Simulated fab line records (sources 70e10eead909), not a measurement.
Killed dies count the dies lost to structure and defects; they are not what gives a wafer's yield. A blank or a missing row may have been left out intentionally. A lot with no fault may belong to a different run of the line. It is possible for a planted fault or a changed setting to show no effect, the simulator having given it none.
Which of the tools did it?	flow nand harc	10 lots, 30 wafers sampled, at 3 steps of a route of 1302

== WHAT THE GAUGES READ, wafer by wafer ==
NHARC_P_STI_CD_MEAS_09: target cd 200 nm.
lot	measured	on	cd nm (nm)
L275	day 2 23:49	cd sem-02	199.5 196.5 196.9
L277	day 3 17:40	cd sem-03	235.1 232.9 233.7 234.9 232.7 233.8
L287	day 7 20:46	cd sem-02	204.3 201.7 201.5
L288	day 8 06:49	cd sem-01	198.3 200.4 201.3
L290	day 9 06:17	cd sem-01	200.4 200.8 201.3
L293	day 10 06:37	cd sem-01	200.4 200.4 204.4
L294	day 10 16:52	cd sem-02	200.0 197.4 199.7
L295	day 11 03:22	cd sem-02	202.9 202.6 201.9
L297	day 11 22:36	cd sem-03	200.7 200.2 199.1
L298	day 12 10:21	cd sem-01	198.7 196.6 203.6

NHARC_P_STI_OCD_MEAS_17.
lot	measured	on	trench depth nm (nm)	trench foot cd nm (nm)
L275	day 3 00:36	ocd-01	301 297 304	157.6 154.7 154.2
L277	day 4 03:33	ocd-02	302 309 308 301 309 309	192.8 189.8 190.1 193.0 189.0 190.8
L287	day 7 21:35	ocd-01	294 295 294	162.7 160.0 160.8
L288	day 8 07:36	ocd-02	306 300 306	155.5 158.8 159.0
L290	day 9 07:04	ocd-02	299 294 299	159.2 160.3 159.6
L293	day 10 07:24	ocd-01	297 299 292	158.3 158.8 163.2
L294	day 10 17:42	ocd-01	291 289 297	159.1 157.2 158.6
L295	day 11 04:08	ocd-01	303 297 297	160.7 161.3 160.1
L297	day 11 23:23	ocd-01	298 306 306	159.1 157.9 157.1
L298	day 12 11:11	ocd-01	304 293 302	156.3 155.6 161.5

== EACH LOT AND THE TOOL THAT RAN IT (in order: tool; ch and the chambers of the sampled wafers; start) ==
lot	NHARC_P_STI_EXPOSE_06
L275	krf scanner-02 ch 0, day 2 23:40
L277	krf scanner-01 ch 0, day 3 17:31
L287	krf scanner-02 ch 0, day 7 20:37
L288	krf scanner-02 ch 0, day 8 06:40
L290	krf scanner-03 ch 0, day 9 06:08
L293	krf scanner-02 ch 0, day 10 06:28
L294	krf scanner-03 ch 0, day 10 16:43
L295	krf scanner-02 ch 0, day 11 03:13
L297	krf scanner-02 ch 0, day 11 22:27
L298	krf scanner-01 ch 0, day 12 10:12
- NHARC_P_STI_EXPOSE_06: exposes mask P STI, target cd 200 nm.

== WHAT THE TOOLS THEMSELVES READ (means of the sampled wafers that have a number; where no wafer has one, the mark that the record gives instead) ==
NHARC_P_STI_EXPOSE_06.
lot	tool	exposure dose mJ cm2	stage vel mm s (mm/s)
L275	krf scanner-02	37.70	500.02
L277	krf scanner-01	37.70	500.29
L287	krf scanner-02	37.72	499.83
L288	krf scanner-02	37.69	500.00
L290	krf scanner-03	37.68	499.77
L293	krf scanner-02	37.71	500.09
L294	krf scanner-03	37.65	499.98
L295	krf scanner-02	37.71	499.78
L297	krf scanner-02	37.73	499.86
L298	krf scanner-01	37.64	499.77

== THE ANSWER, worked out from the rows above alone ==
Rule: the lots themselves supply what counts as usual. The widest of any qualifying gaps counts: lots, ordered by their means at a reading, are off when they make up no more than a third of the lots, leave a main group of 4 or more, and stand apart from it by 3 or more times the standard deviation of that group's means. If all means in a main group match to the digits the tables above print for the reading, that group is not used. A lot without any number at a reading at which 4 lots or more have one is off too. The other lots that the step has rows for count as sound. The gauges are gone through in route order, then the tools' own readings, and for those a lot's mean is taken as printed above. The first step at which some lot is off is used, and at that step the reading that is off furthest; a lot without a number counts as furthest.
Off: L277, at NHARC_P_STI_CD_MEAS_09 (cd nm). For the main group the mean is 200.4 nm and the standard deviation 1.5.
A tool fits if, at a process step before that reading, it ran every lot that is off, and no sound lot after the first of them. Not tried: the gauges at NHARC_P_STI_CD_MEAS_09; whatever is off there is also off at NHARC_P_STI_OCD_MEAS_17, on other tools, and gauge error can't account for it. None of those tried fits.

== WHAT THE SIMULATOR HAD INSERTED ==
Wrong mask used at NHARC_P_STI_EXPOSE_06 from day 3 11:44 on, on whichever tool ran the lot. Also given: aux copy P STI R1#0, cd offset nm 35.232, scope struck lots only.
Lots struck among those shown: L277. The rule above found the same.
